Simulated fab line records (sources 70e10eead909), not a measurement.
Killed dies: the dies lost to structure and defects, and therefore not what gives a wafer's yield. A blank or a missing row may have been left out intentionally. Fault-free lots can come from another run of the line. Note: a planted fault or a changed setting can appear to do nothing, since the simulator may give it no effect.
A struck lot beside a sound one | flow nandHarc | 13 out of 1302 route steps
Sound: the wafers L884.1, L884.2, L884.6. Struck: wafer L885.4 (left out: L885.3, L885.5 of the same lot, which were not struck); the cause appears at the end.
Per side, at each step with rows, come the tool, then ch with its chambers, and then its first start. Under that, the readings that differ: sound wafers | struck wafers | difference of the means | sigmas: that difference in standard deviations of wafers without a fault.
alike: readings with means less than 2 such deviations apart, plus words and numbers identical on both sides. not compared: withheld readings, readings lacking a value on some wafer, bounds such as >300 that could conceal the same value, and numbers that have no deviation in the record and whose values overlap.
Wherever a step has rows on one side only, a row that says differs or no value, or a row with sigmas, the two part there. Numbers that don't overlap but have no deviation are shown without sigmas and don't part them. Lack of a reading on every wafer of one side parts them only where that side has two or more wafers.

NHARC_A_SLIT_ETCH_29: etches the open film in CF4/O2, target depth 100 nm, overetch 10 nm, time 55 s.
  sound on rieDiel-09 ch 1,2,3, day 22 06:31; struck on rieDiel-09 ch 2, day 23 12:01
  alike: drypumpMotorCurrentA, oes_o_777_au, oesProductAu, rfVppV, showerheadPlenumPTorr, throttleValvePct
  not compared: rfHoursCounterH
NHARC_A_SLIT_STRIP_18: strips in O2.
  sound: rieDiel-09 ch 1,2; struck: rieDiel-09 ch 1
  alike: drypumpMotorCurrentA, oesProductAu, rfVppV, showerheadPlenumPTorr, throttleValvePct
  not compared: rfHoursCounterH
then, 2 steps without rows for these wafers: NHARC_A_SLIT_PRECLEAN_19 (cleans in SC1); NHARC_A_SLIT_SRD_20.
NHARC_A_SLIT_CD_MEAS_21:
  sound on cdSem-01, day 22 07:02; struck on cdSem-03, day 23 12:34
  alike: cdNm
then, 3 steps without rows for these wafers: NHARC_A_SIN_REMOVE_WET_00 (chemistry H3PO4, time 15300 s); NHARC_A_SIN_REMOVE_PRECLEAN_01 (cleans in SC1); NHARC_A_SIN_REMOVE_SRD_02.
NHARC_A_SIN_REMOVE_INSPECT_04:
  sound on defectInspect-02, day 22 13:37; struck on defectInspect-01, day 23 19:11
  alike: rawDefectCount
NHARC_A_WL_FILL_ALD_00: deposits Al2O3, target thk 3 nm, pulse time 3 s, ald cycles 30.
  sound on aldHk-04 ch 1,2,3, day 22 13:43; struck on aldHk-03 ch 1, day 23 19:19
reading            | sound                | struck | difference | sigmas
susceptorTempC (C) | 300.27 300.11 300.18 | 299.63 | -0.56      | -3
  alike: heaterPowerW, precursorPulseHeightRel
  not compared: aldCycles
NHARC_A_WL_FILL_RTA_01: time 5 s.
  sound on rtpAnneal-01 ch 0, day 22 13:58; struck on rtpAnneal-02 ch 0, day 23 19:37
reading             | sound          | struck | difference | sigmas
lampPowerPct (%)    | 31.0 31.0 31.0 | 36.7   | +5.7       | +2
lamp_zone_5_pct (%) | 31.0 31.0 31.0 | 36.7   | +5.7       | +2
  alike: wafer_temp_C_max
NHARC_A_WL_FILL_ALD_02: deposits TiN, target thk 2 nm, pulse time 3 s, ald cycles 100.
  sound on aldMetal-01 ch 2,3, day 22 14:11; struck on aldMetal-04 ch 0, day 23 19:52
reading   | sound       | struck | difference | sigmas
aldCycles | 100 100 100 | 94     | -6         | 
  alike: heaterPowerW, precursorPulseHeightRel, susceptorTempC
after that, 1 step had no rows for these wafers: NHARC_END_SORT_01.

## WHERE THEY PART
First at NHARC_A_WL_FILL_ALD_00; last, within this record, at NHARC_A_WL_FILL_RTA_01. Later steps at which nothing parts them and some readings are alike: NHARC_A_WL_FILL_ALD_02.

WHY: whatever the simulator had introduced
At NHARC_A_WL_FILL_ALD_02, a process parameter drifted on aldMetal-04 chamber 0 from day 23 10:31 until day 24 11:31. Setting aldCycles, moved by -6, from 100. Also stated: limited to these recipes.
